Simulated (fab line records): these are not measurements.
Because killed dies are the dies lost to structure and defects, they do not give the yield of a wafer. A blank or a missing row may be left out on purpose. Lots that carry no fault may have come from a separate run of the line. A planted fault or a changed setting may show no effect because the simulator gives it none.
fab line records + flow nand_harc
record
- lots=6
- wafers=18
- last_day=31
route steps=1302 shown THIN_TSV@1260
lots that met no fault: from a run of the same line without faults
start_h: hours from the record's opening day to when the first of the lot's shown wafers began + wait_h: hours elapsed since this lot's preceding step + " the same as in the row above + L1.1+2: several wafers, shown together as one row + - either no value or no given start + * or withheld: withheld + < > ~ a bound
route shown NAME@n: NAME is a module with steps in the file, n the number in the route of the first one + usual: mean/standard deviation of fault-free wafers + same: alike in all rows + chamber/n: place in a boat + sites: the reading at each site + _std_site: standard deviation across them + _edge_site: inner sites' mean taken away from outer sites' mean + radius_mm: for every site, how far away it sits from the centre of the wafer + mask NAME#n: copy n + behind: tool/chamber where the wafer was last shaped + hold: why the lot was held/for how many hours/how that ended + device: whichever transistor did not switch (one of n, p or np) + end of line: the tests these same wafers got at the end of their route + step lacking rows: just its recipe + killed: dies lost to structure and defects at the first sort, not the wafer's yield + map: dies across one wafer; x = killed, . = not, _ = none there
set.NAME: setting as actually run; set.NAME@STEP: the setting as run at that earlier step + model.NAME: the simulator's own value behind a step, which no gauge read
certain route steps with their lots: each step a table, each wafer a row
services: when a tool's chamber went out of use (start_h, in hours from the record's first day, below 0 if earlier), for how many hours, and the reason
## steps
# step NHARC_THIN_TSV_HARDBAKE_13
# recipe
- temp_c=125
- time_s=80
# step NHARC_THIN_TSV_DESCUM_14
# recipe
- time_s=3
- o2_flow_sccm=200
- ar_flow_sccm=0
- bias_power_w=0
- chemistry=O2
# usual
- drypump_motor_current_A=5.6/0.59
- o2_flow_sccm=199.9/0.65
- oes_product_au=0.999/0.01
- rf_vpp_V=57.7/0.79
- showerhead_plenum_p_Torr=1.89/0.079
- throttle_valve_pct=11.312/0.0098
| lot.wafer | tool        | chamber | start_h | wait_h | drypump_motor_current_A | o2_flow_sccm | oes_product_au | rf_hours_counter_h | rf_vpp_V | showerhead_plenum_p_Torr | throttle_valve_pct |
|-----------|-------------|---------|---------|--------|-------------------------|--------------|----------------|--------------------|----------|--------------------------|--------------------|
| L805.4    | rie_diel-06 | 1       | 616.80  | -      | 5.1                     | 200.8        | 1.000          | 7.4                | 57.8     | 1.96                     | 11.317             |
| L805.6    | "           | 3       | "       | "      | 6.2                     | 199.9        | 1.010          | -                  | 57.9     | 1.96                     | 11.308             |
| L805.5    | "           | 0       | "       | "      | 5.9                     | 199.6        | 1.008          | -                  | 57.4     | 1.95                     | 11.303             |
| L806.2    | rie_diel-07 | 3       | 624.80  | -      | 6.1                     | 199.0        | 0.995          | 8.3                | 57.6     | 1.91                     | 11.311             |
| L806.1    | "           | 2       | "       | "      | 6.3                     | 199.9        | 1.008          | 7.6                | 59.1     | 1.89                     | 11.306             |
| L806.6    | "           | 0       | "       | "      | 5.3                     | 198.6        | 0.994          | -                  | 57.1     | 1.77                     | 11.312             |
| L813.1    | rie_diel-13 | 1       | 693.47  | -      | 4.7                     | 199.6        | 0.977          | 9.4                | 57.0     | 1.82                     | 11.325             |
| L813.2    | "           | 2       | "       | "      | 5.9                     | 201.6        | 1.006          | 9.0                | 58.2     | 1.91                     | 11.317             |
| L813.3    | "           | 0       | "       | "      | 5.1                     | 199.7        | 1.005          | 7.8                | 59.5     | 2.02                     | 11.302             |
| L814.3    | rie_diel-07 | 2       | 694.73  | -      | 6.3                     | 200.2        | 1.017          | 2.2                | 56.7     | 1.88                     | 11.310             |
| L814.2    | "           | 3       | "       | "      | 6.1                     | 199.8        | 1.001          | 1.1                | 59.0     | 1.91                     | 11.324             |
| L814.6    | "           | 1       | "       | "      | 5.9                     | 200.3        | 1.013          | -                  | 57.7     | 1.85                     | 11.307             |
| L816.3    | rie_diel-06 | 2       | 709.89  | -      | 5.2                     | 199.3        | 0.999          | 2.1                | 57.4     | 1.77                     | 11.323             |
| L816.1    | "           | 0       | "       | "      | 5.9                     | 199.1        | 0.987          | 1.5                | 58.4     | 1.95                     | 11.314             |
| L816.6    | "           | 1       | "       | "      | 5.0                     | 200.2        | 0.996          | -                  | 57.3     | 1.96                     | 11.312             |
| L817.1    | rie_diel-06 | 1       | 726.88  | -      | 5.0                     | 200.7        | 0.998          | 4.5                | 57.4     | 1.96                     | 11.313             |
| L817.4    | "           | 2       | "       | "      | 5.2                     | 200.0        | 0.995          | 3.8                | 57.7     | 1.77                     | 11.314             |
| L817.3    | "           | 3       | "       | "      | 6.2                     | 199.8        | 0.996          | 3.0                | 59.5     | 1.96                     | 11.308             |
# step NHARC_THIN_TSV_ETCH_44
# recipe
- target_depth_a=15942
- time_s=797.1
- cf4_flow_sccm=150
- o2_flow_sccm=10
- ar_flow_sccm=0
- rf_w=300
- bias_w=800
- chemistry=CF4/O2
# step NHARC_THIN_TSV_ETCH_15
# recipe
- target_depth_a=30000
- bosch_target_overetch_cycles=2
- bosch_etch_step_s=2.8
- bosch_dep_step_s=1.2
- bosch_cycles=14
# step NHARC_THIN_TSV_CD_MEAS_16
# usual
- cd_nm=999.1/1.5
| lot.wafer | tool      | chamber | start_h | wait_h | cd_nm  |
|-----------|-----------|---------|---------|--------|--------|
| L805.4    | cd_sem-02 | -       | 617.62  | 0.1    | 1000.1 |
| L805.5    | "         | -       | "       | "      | 999.0  |
| L805.6    | "         | -       | "       | "      | 997.7  |
| L806.1    | cd_sem-02 | -       | 625.61  | 0.1    | 997.5  |
| L806.2    | "         | -       | "       | "      | 1001.7 |
| L806.6    | "         | -       | "       | "      | 1000.2 |
| L813.1    | cd_sem-01 | -       | 694.27  | 0.1    | 999.5  |
| L813.2    | "         | -       | "       | "      | 997.9  |
| L813.3    | "         | -       | "       | "      | 998.3  |
| L814.2    | cd_sem-02 | -       | 695.52  | 0.1    | 999.8  |
| L814.3    | "         | -       | "       | "      | 996.8  |
| L814.6    | "         | -       | "       | "      | 999.5  |
| L816.1    | cd_sem-01 | -       | 710.68  | 0.1    | 999.9  |
| L816.3    | "         | -       | "       | "      | 1001.9 |
| L816.6    | "         | -       | "       | "      | 1000.3 |
| L817.1    | cd_sem-02 | -       | 727.67  | 0.1    | 1001.3 |
| L817.3    | "         | -       | "       | "      | 1002.5 |
| L817.4    | "         | -       | "       | "      | 997.6  |
# step NHARC_THIN_TSV_STRIP_45
# recipe
- power_w=1500
- temp_c=250
- chemistry=O2
# usual
- drypump_motor_current_A=5.6/0.34
- heater_power_w=334/14
| lot.wafer | tool            | chamber | start_h | wait_h | drypump_motor_current_A | heater_power_w | rf_hours_counter_h |
|-----------|-----------------|---------|---------|--------|-------------------------|----------------|--------------------|
| L805.4    | plasma_asher-01 | 0       | 617.83  | 0.2    | 5.9                     | 300            | -                  |
| L805.6    | "               | 1       | "       | "      | 5.2                     | 337            | -                  |
| L805.5    | "               | 0       | "       | "      | 5.9                     | 311            | -                  |
| L806.1    | plasma_asher-01 | 0       | 625.68  | 0.1    | 5.8                     | 309            | 17                 |
| L806.2    | "               | 1       | "       | "      | 5.2                     | 339            | 17                 |
| L806.6    | "               | 0       | "       | "      | 5.8                     | 311            | -                  |
| L813.2    | plasma_asher-01 | 0       | 694.44  | 0.2    | 5.8                     | 314            | 32                 |
| L813.1    | "               | 1       | "       | "      | 5.2                     | 344            | 32                 |
| L813.3    | "               | 1       | "       | "      | 5.2                     | 344            | -                  |
| L814.2    | plasma_asher-01 | 1       | 695.63  | 0.1    | 5.2                     | 345            | 32                 |
| L814.3    | "               | 1       | "       | "      | 5.2                     | 344            | -                  |
| L814.6    | "               | 0       | "       | "      | 5.8                     | 323            | -                  |
| L816.1    | plasma_asher-01 | 1       | 711.10  | 0.4    | 5.2                     | 341            | 2                  |
| L816.3    | "               | 1       | "       | "      | 5.2                     | 342            | -                  |
| L816.6    | "               | 1       | "       | "      | 5.2                     | 337            | -                  |
| L817.1    | plasma_asher-01 | 1       | 727.79  | 0.1    | 5.2                     | 343            | 6                  |
| L817.4    | "               | 0       | "       | "      | 5.9                     | 336            | -                  |
| L817.3    | "               | 1       | "       | "      | 5.2                     | 334            | -                  |
# step NHARC_THIN_TSV_STRIP_46
# recipe
- time_s=1200
- temp_c=72.5
- chemistry=post_etch_residue_remover
# step NHARC_THIN_TSV_DEP_47
# recipe
- target_thk_a=2000
- temp_c=withheld
- pressure_torr=6.5
- rf_w=900
- teos_flow_sccm=161.4
- flow_sccm=2650
- target_thk_nm=200
- gas=O2
- material=SiO2
# usual
- throttle_valve_pct=15.9/0.5
| lot.wafer | tool     | chamber | start_h | wait_h | throttle_valve_pct |
|-----------|----------|---------|---------|--------|--------------------|
| L805.6    | pecvd-01 | 2       | 618.62  | -      | 16.1               |
| L805.5    | "        | 0       | "       | "      | 15.3               |
| L805.4    | "        | 1       | "       | "      | 15.6               |
| L806.1    | pecvd-04 | 0       | 626.53  | -      | 16.6               |
| L806.2    | "        | 1       | "       | "      | 16.3               |
| L806.6    | "        | 2       | "       | "      | 15.1               |
| L813.3    | pecvd-03 | 0       | 695.23  | -      | 16.1               |
| L813.1    | "        | 1       | "       | "      | 15.6               |
| L813.2    | "        | 2       | "       | "      | 15.8               |
| L814.3    | pecvd-03 | 1       | 696.44  | -      | 15.7               |
| L814.2    | "        | 2       | "       | "      | 15.8               |
| L814.6    | "        | 2       | "       | "      | 15.5               |
| L816.1    | pecvd-03 | 1       | 711.89  | -      | 15.5               |
| L816.3    | "        | 2       | "       | "      | 15.8               |
| L816.6    | "        | 0       | "       | "      | 16.1               |
| L817.1    | pecvd-04 | 0       | 728.55  | -      | 16.8               |
| L817.3    | "        | 2       | "       | "      | 15.1               |
| L817.4    | "        | 2       | "       | "      | 14.9               |
# step NHARC_THIN_TSV_ETCHBACK_48
# recipe
- target_depth_a=10285
- over_etch_frac=0.3
- time_s=405.17
- ion_energy_ev=250
- c4f8_flow_sccm=withheld
- ar_flow_sccm=withheld
- rf_w=600
- bias_w=300
- chemistry=C4F8/Ar
# step NHARC_THIN_TSV_STRIP_62
# recipe
- power_w=1500
- temp_c=250
- time_s=20
- chemistry=N2/H2
# usual
- drypump_motor_current_A=5.7/0.34
- heater_power_w=336/9.9
| lot.wafer | tool            | chamber | start_h | wait_h | drypump_motor_current_A | heater_power_w | rf_hours_counter_h |
|-----------|-----------------|---------|---------|--------|-------------------------|----------------|--------------------|
| L805.4    | plasma_asher-01 | 1       | 619.29  | -      | 5.2                     | 347            | -                  |
| L805.6    | "               | 1       | "       | "      | 5.2                     | 346            | -                  |
| L805.5    | "               | 0       | "       | "      | 5.8                     | 311            | -                  |
| L806.1    | plasma_asher-02 | 0       | 627.25  | -      | 5.4                     | 339            | 3                  |
| L806.2    | "               | 1       | "       | "      | 6.1                     | 333            | 3                  |
| L806.6    | "               | 0       | "       | "      | 5.4                     | 344            | -                  |
| L813.1    | plasma_asher-02 | 0       | 695.99  | -      | 5.4                     | 339            | 19                 |
| L813.2    | "               | 1       | "       | "      | 6.1                     | 333            | 19                 |
| L813.3    | "               | 1       | "       | "      | 6.1                     | 336            | -                  |
| L814.2    | plasma_asher-02 | 0       | 697.22  | -      | 5.4                     | 336            | 19                 |
| L814.3    | "               | 1       | "       | "      | 6.1                     | 330            | -                  |
| L814.6    | "               | 0       | "       | "      | 5.4                     | 340            | -                  |
| L816.1    | plasma_asher-01 | 0       | 712.81  | -      | 5.9                     | 331            | 3                  |
| L816.3    | "               | 0       | "       | "      | 5.8                     | 326            | -                  |
| L816.6    | "               | 1       | "       | "      | 5.2                     | 342            | -                  |
| L817.1    | plasma_asher-02 | 1       | 729.40  | -      | 6.1                     | 334            | 27                 |
| L817.4    | "               | 0       | "       | "      | 5.4                     | 343            | -                  |
| L817.3    | "               | 1       | "       | "      | 6.1                     | 337            | -                  |
# step NHARC_THIN_TSV_DEGAS_49
# recipe
- temp_c=300
- time_s=120
# step NHARC_THIN_TSV_PRE_CLEAN_50
# recipe
- time_s=30
- temp_c=280
- gas=H2/He
# usual
- heater_power_w=397/41
| lot.wafer | tool           | chamber | start_h | wait_h | heater_power_w |
|-----------|----------------|---------|---------|--------|----------------|
| L805.4    | pvd_sputter-01 | -       | -       | -      | 370            |
| L805.6    | "              | -       | "       | "      | 370            |
| L805.5    | "              | -       | "       | "      | 380            |
| L806.1    | pvd_sputter-03 | -       | -       | -      | 389            |
| L806.2    | "              | -       | "       | "      | 312            |
| L806.6    | "              | -       | "       | "      | 409            |
| L813.3    | pvd_sputter-03 | -       | -       | -      | 384            |
| L813.1    | "              | -       | "       | "      | 400            |
| L813.2    | "              | -       | "       | "      | 299            |
| L814.3    | pvd_sputter-03 | -       | -       | -      | 394            |
| L814.2    | "              | -       | "       | "      | 307            |
| L814.6    | "              | -       | "       | "      | 404            |
| L816.3    | pvd_sputter-01 | -       | -       | -      | 446            |
| L816.1    | "              | -       | "       | "      | 365            |
| L816.6    | "              | -       | "       | "      | 364            |
| L817.1    | pvd_sputter-02 | -       | -       | -      | 354            |
| L817.4    | "              | -       | "       | "      | 405            |
| L817.3    | "              | -       | "       | "      | 348            |
# step NHARC_THIN_TSV_PVD_19
# recipe
- target_thk_a=200
- chamber_pressure_pa=5
- material=TaN
# usual
- chamber_pressure_pa=5.000/0.0088
- throttle_valve_pct=30.0/0.94
| lot.wafer | tool           | chamber | start_h | wait_h | chamber_pressure_pa | throttle_valve_pct |
|-----------|----------------|---------|---------|--------|---------------------|--------------------|
| L805.4    | pvd_sputter-01 | -       | 619.61  | -      | 4.991               | 29.0               |
| L805.6    | "              | -       | "       | "      | 4.997               | 29.8               |
| L805.5    | "              | -       | "       | "      | 5.010               | 31.2               |
| L806.1    | pvd_sputter-03 | -       | 627.60  | -      | 4.983               | 30.5               |
| L806.2    | "              | -       | "       | "      | 5.000               | 30.9               |
| L806.6    | "              | -       | "       | "      | 5.008               | 31.2               |
| L813.1    | pvd_sputter-03 | -       | 696.31  | -      | -                   | -                  |
| L813.2    | "              | -       | "       | "      | -                   | -                  |
| L813.3    | "              | -       | "       | "      | -                   | -                  |
| L814.3    | pvd_sputter-03 | -       | 697.52  | -      | -                   | -                  |
| L814.2    | "              | -       | "       | "      | -                   | -                  |
| L814.6    | "              | -       | "       | "      | -                   | -                  |
| L816.3    | pvd_sputter-01 | -       | 713.13  | -      | 4.982               | 31.2               |
| L816.1    | "              | -       | "       | "      | 4.997               | 29.7               |
| L816.6    | "              | -       | "       | "      | 4.983               | 31.1               |
| L817.3    | pvd_sputter-02 | -       | 729.69  | -      | 4.991               | 31.3               |
| L817.1    | "              | -       | "       | "      | 5.002               | 30.4               |
| L817.4    | "              | -       | "       | "      | 4.996               | 27.6               |
# step NHARC_THIN_TSV_PVD_51
# recipe
- target_thk_a=1000
- chamber_pressure_pa=5
- material=Cu
## services
| tool            | chamber | start_h | hours | kind   |
|-----------------|---------|---------|-------|--------|
| rie_diel-06     | 3       | 597.77  | 2.8   | repair |
| plasma_asher-01 | -       | 602.06  | 5.1   | repair |
| plasma_asher-02 | -       | 603.33  | 9.0   | pm     |
| plasma_asher-02 | -       | 612.34  | 2.1   | repair |
| pecvd-04        | -       | 613.28  | 1.1   | repair |
| pecvd-01        | -       | 619.74  | 0.9   | repair |
| pecvd-04        | -       | 631.06  | 13.0  | pm     |
| pvd_sputter-02  | -       | 633.72  | 1.0   | repair |
| pvd_sputter-02  | -       | 635.19  | 0.6   | repair |
| pvd_sputter-02  | -       | 638.03  | 10.0  | pm     |
| rie_diel-07     | -       | 648.20  | 9.0   | pm     |
| pvd_sputter-02  | -       | 658.13  | 1.4   | repair |
| rie_diel-07     | 3       | 660.31  | 8.3   | repair |
| rie_diel-06     | -       | 661.20  | 9.0   | pm     |
| pecvd-04        | 2       | 663.90  | 5.5   | repair |
| plasma_asher-02 | -       | 668.92  | 0.6   | repair |
| pvd_sputter-02  | -       | 673.23  | 1.4   | repair |
| plasma_asher-01 | -       | 696.00  | 9.0   | pm     |
| pvd_sputter-03  | -       | 704.00  | 10.0  | pm     |
| rie_diel-07     | 0       | 704.07  | 13.6  | repair |
| plasma_asher-02 | -       | 708.87  | 4.8   | repair |
| rie_diel-07     | 2       | 711.28  | 44.0  | repair |
| rie_diel-06     | 1       | 727.89  | 3.4   | repair |
| pecvd-03        | -       | 728.29  | 13.0  | pm     |
## key
first_sign
- step=NHARC_THIN_TSV_PVD_19
- reading=tool_record
- direction=missing
effect none on later readings
met_at NHARC_THIN_TSV_PVD_19
struck_wafers L813.1,L813.2,L813.3,L814.2,L814.3,L814.6
later_rows_left_out L813.1,L813.2,L813.3,L814.2,L814.3,L814.6
sort_left_out L813.1,L813.2,L813.3,L814.2,L814.3,L814.6
onset_between 627.60 696.31
fault
- kind=skipped_step_whole
- tool=pvd_sputter-03
- chamber=-
- onset_h=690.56
- steps=NHARC_THIN_TSV_PVD_19
- scope=struck_lots_only
# sort_left_out: the simulated sort isn't trusted on such a fault, so these wafers' sort isn't shown, and their yield isn't known
# later_rows_left_out: the simulator's readings of these wafers behind a module that went badly wrong aren't trusted and aren't shown, but for the sort
